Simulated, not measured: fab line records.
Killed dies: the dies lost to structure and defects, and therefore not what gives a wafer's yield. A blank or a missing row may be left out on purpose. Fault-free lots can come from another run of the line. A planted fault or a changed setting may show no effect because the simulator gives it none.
Chamber matching | flow n5Finfet | N5_BEOL_M11_CURE_71 on uvCure-03 has 3 sister chambers
The step cures SiCOH lowk, time 240 s. 14 wafers are shown with their chamber, then 7 later ones without.

WAFERS, EACH WITH ITS CHAMBER
wafer  | chamber | wafer_temp_C_max | lampPowerPct (%)
L079.2 | 0       | 387.4            | 52.31
L079.4 | 0       | 386.9            | 52.40
L079.5 | 0       | 387.4            | 52.42
L083.2 | 0       | 386.4            | 52.36
L083.5 | 0       | 387.0            | 52.29
L083.6 | 0       | 386.7            | 52.35
L084.2 | 1       | 387.2            | 52.32
L084.3 | 1       | 388.0            | 52.35
L084.6 | 1       | 387.8            | 52.36
L082.1 | 2       | 387.0            | 52.28
L082.4 | 2       | 387.5            | 52.36
L082.5 | 2       | 387.4            | 52.38
L088.2 | 2       | 387.2            | 52.27
L088.3 | 2       | 386.5            | 52.38

SIGNATURES (means of the wafers above)
reading          | chamber 0 | chamber 1 | chamber 2 | scatter within a chamber
wafer_temp_C_max | 386.967   | 387.667   | 387.120   | 0.399
lampPowerPct     | 52.3550   | 52.3433   | 52.3340   | 0.048
Rule: distance of a wafer from a chamber = root of the sum over the readings of ((wafer's reading minus chamber's mean) / reading's scatter) squared. If the next closest chamber is less than 2 further off than the closest, the wafer can't be placed; otherwise it belongs to the closest. How the scatter is found: for the shown wafers, subtract from each reading the mean of its chamber, square and add these, divide the total by (wafers less chambers), then take the root.

WAFERS MISSING THEIR CHAMBER
wafer  | wafer_temp_C_max | lampPowerPct (%)
L088.5 | 387.4            | 52.32
L091.2 | 386.6            | 52.38
L091.4 | 386.2            | 52.23
L091.5 | 386.8            | 52.27
L096.3 | 386.5            | 52.23
L096.4 | 387.0            | 52.37
L096.5 | 387.2            | 52.31

EACH ONE'S CHAMBER
wafer  | from the rows above          | in truth
L088.5 | can't be placed: 2 or 1 or 0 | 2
L091.2 | can't be placed: 0 or 2 or 1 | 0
L091.4 | can't be placed: 2 or 0 or 1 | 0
L091.5 | can't be placed: 2 or 0 or 1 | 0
L096.3 | can't be placed: 2 or 0 or 1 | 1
L096.4 | can't be placed: 0 or 2 or 1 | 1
L096.5 | can't be placed: 2 or 0 or 1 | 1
Correct placement for 0 of the 7. Not placeable from these rows: 7 (in 7, the candidates include the true chamber). Wrongly placed: 0.
